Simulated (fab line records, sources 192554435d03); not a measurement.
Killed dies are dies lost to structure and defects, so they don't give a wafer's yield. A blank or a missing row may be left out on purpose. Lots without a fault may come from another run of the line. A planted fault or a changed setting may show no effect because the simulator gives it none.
A struck lot beside a sound one | flow n5_finfet | 38 steps out of a route of 1938
Sound: wafers L916.1, L916.2, L916.4. Struck: wafer L918.5. (L918.2, L918.4 of the same lot were not struck and are left out.) The cause comes at the end.
At each step with rows: each side's tool, then ch and its chambers, then its first start. Under that, the readings that differ: sound wafers | struck wafers | difference of the means | sigmas: that difference in standard deviations of wafers without a fault.
alike: readings whose means differ by less than 2 such deviations, and words and numbers that are the same on both sides. not compared: withheld readings, readings that some wafer has no value for, bounds like >300 that may hide the same value, and numbers for which the record gives no deviation and whose values overlap.
The two part at a step that has a row with sigmas, a row that says differs or no value, or rows on one side only. Numbers that don't overlap but have no deviation are shown without sigmas and don't part them. A reading that every wafer of one side lacks parts them only if that side has two wafers or more.

first, 9 steps without rows for these wafers: N5_BEOL_M4_ANNEAL_95 (time 240 s); N5_BEOL_M4_SPUTTER_96 (material Cu, target thk 4.5 nm, time 8.29 s); N5_BEOL_M4_ECD_50 (material Cu, target thk 300 nm); N5_BEOL_M4_ANNEAL_51 (time 90 s); N5_BEOL_M4_CMP_52 (polishes, stops on SiOC, t overpolish 6.8 s, target thk 40 nm); N5_BEOL_M4_PRE_CLEAN_60 (time 15 s); N5_BEOL_M4_CO_CAP_55 (material Co, precursor CCTBA/H2, target thk 2 nm, time 102.1 s); N5_BEOL_M4_PRE_CLEAN_56 (time 15 s); N5_BEOL_M4_DEP_57 (deposits SiCN from 3MS/NH3, target thk 8 nm, time 14 s).
N5_BEOL_M4_RC_MEAS_101:
  sound on prober-01 ch 0, day 11 03:37; struck on prober-01 ch 0, day 11 15:10
  alike: DIBL_N, DIBL_P, IOFF_N, IOFF_P, ION_N, ION_P, SS_N, SS_P, VT_N, VT_P
then, 24 steps without rows for these wafers: N5_BEOL_M5_ILD_DEP_00 (deposits SiCOH lowk from DEMS/porogen, target thk 140.64 nm, time 25.9 s); N5_BEOL_M5_CURE_79 (cures SiCOH lowk, time 240 s); N5_BEOL_M5_PECVD_70 (deposits SiO2 from TEOS/O2, target thk 16 nm, time 18 s); N5_BEOL_M5_HM_DEP_02 (deposits TiN, target thk 20 nm); N5_BEOL_M5_COAT_59 (time 60 s, resist thk 60 nm); N5_BEOL_M5_COAT_60 (time 60 s, resist thk 12 nm); N5_BEOL_M5_COAT_71 (time 60 s, resist thk 5 nm); N5_BEOL_M5_COAT_05 (resist thk 30 nm); N5_BEOL_M5_EBR_07; N5_BEOL_M5_SOFTBAKE_06 (time 60 s); N5_BEOL_M5_EXPOSE_08 (exposes mask M5, target cd 28 nm); N5_BEOL_M5_PEB_09 (peb time 60 s); N5_BEOL_M5_DEVELOP_10 (develop time 30 s); N5_BEOL_M5_DESCUM_16 (chemistry O2, time 7 s); N5_BEOL_M5_ETCH_72 (etches underlayer in N2/H2, target depth 6.5 nm, time 5.2 s); N5_BEOL_M5_ETCH_61 (etches SiARC in CF4, target depth 15.6 nm, time 26 s); N5_BEOL_M5_ETCH_62 (etches SOC in N2/H2, target depth 75 nm, overetch 15 nm, time 112.5 s); N5_BEOL_M5_STRIP_63 (strips in N2/H2); N5_BEOL_M5_STRIP_73 (strips in N2/H2); N5_BEOL_M5_STRIP_64 (strips in CF4); N5_BEOL_M5_HM_OPEN_17 (chemistry Cl2/BCl3, target TiN, target depth 20 nm, overetch 6 nm); N5_BEOL_M5_STRIP_19 (strips in O2); N5_BEOL_M5_COAT_65 (time 60 s, resist thk 60 nm); N5_BEOL_M5_COAT_66 (time 60 s, resist thk 12 nm).
-- the record jumps here: 2 days lie between the struck wafers' starts before and after (it left off in module BEOL_M5 and takes up again in module BEOL_M11, whose first step shown is number 1536 of the route) --
N5_BEOL_M11_ILD_DEP_00: deposits SiCOH lowk from DEMS/porogen, target thk 308.51 nm, time 58 s.
  sound on pecvd-04 ch 0,1, day 13 08:26; struck on pecvd-01 ch 1, day 13 21:16
  reading                                             | sound             | struck | difference | sigmas
  run_length_s (s)                                    | 100.3 100.4 100.5 | 140.6  | +40.2      | +99 or more
  model.SiCOH_lowk_of_BEOL_M11_ILD_DEP_00.thk_nm (nm) | 305 302.4 308.2   | 517.4  | +212.2     |
  alike: heater_power_w, showerhead_plenum_p_Torr, throttle_valve_pct
N5_BEOL_M11_THK_MEAS_01:
  sound on film_metro-02, day 13 09:02; struck on film_metro-02, day 13 22:20
  reading          | sound       | struck | difference | sigmas
  M11_ILD_THK (nm) | 265 263 268 | 455    | +190       | +53
N5_BEOL_M11_CMP_52: polishes, stops on SiCOH lowk, t overpolish 7 s, target thk 140 nm.
  sound on cmp-03 ch 0,2,3, day 13 14:40; struck on cmp-03 ch 2, day 14 06:34
  reading                                             | sound             | struck | difference | sigmas
  model.SiCOH_lowk_of_BEOL_M11_ILD_DEP_00.thk_nm (nm) | 261.8 259.6 264.8 | 451.6  | +189.5     |
  alike: edge_zone_pressure_frac, motor_current_A, platen_rpm
N5_PASSIVATION_PROBE_49:
  sound on prober-02, day 15 16:24; struck on prober-02, day 16 00:00
  reading                  | sound          | struck | difference | sigmas
  defect_limited_yield (%) | 93.0 93.9 92.5 | 0      | -93        | -62
  killed_at_M0_to_M3       | 27 30 30       | 9      | -20        | -2
  killed_at_M4_up          | 10 10 15       | 1115   | +1103      | +99 or more
  killed_dies              | 83 72 88       | 1180   | +1099      | +65
  killed_on_rim            | 12 12 11       | 152    | +140       | +32
  sort_bin_5_function (%)  | 4.4 3.4 4.4    | 96.4   | +92.3      | +96
  sort_n_pass              | 1097 1108 1092 | 0      | -1099      | -61
  sort_yield_pct (%)       | 93.0 93.9 92.5 | 0      | -93        | -62
  alike: killed_at_contacts, killed_at_front_end, killed_at_other, killed_open, killed_short, sort_bin_6_memory

WHERE THEY PART
First at N5_BEOL_M11_ILD_DEP_00; last, within this record, at N5_PASSIVATION_PROBE_49.

WHY: what the simulator had put in
Process parameter drift: pecvd-01, from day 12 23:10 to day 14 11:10, at N5_BEOL_M11_ILD_DEP_00. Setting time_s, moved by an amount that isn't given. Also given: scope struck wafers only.
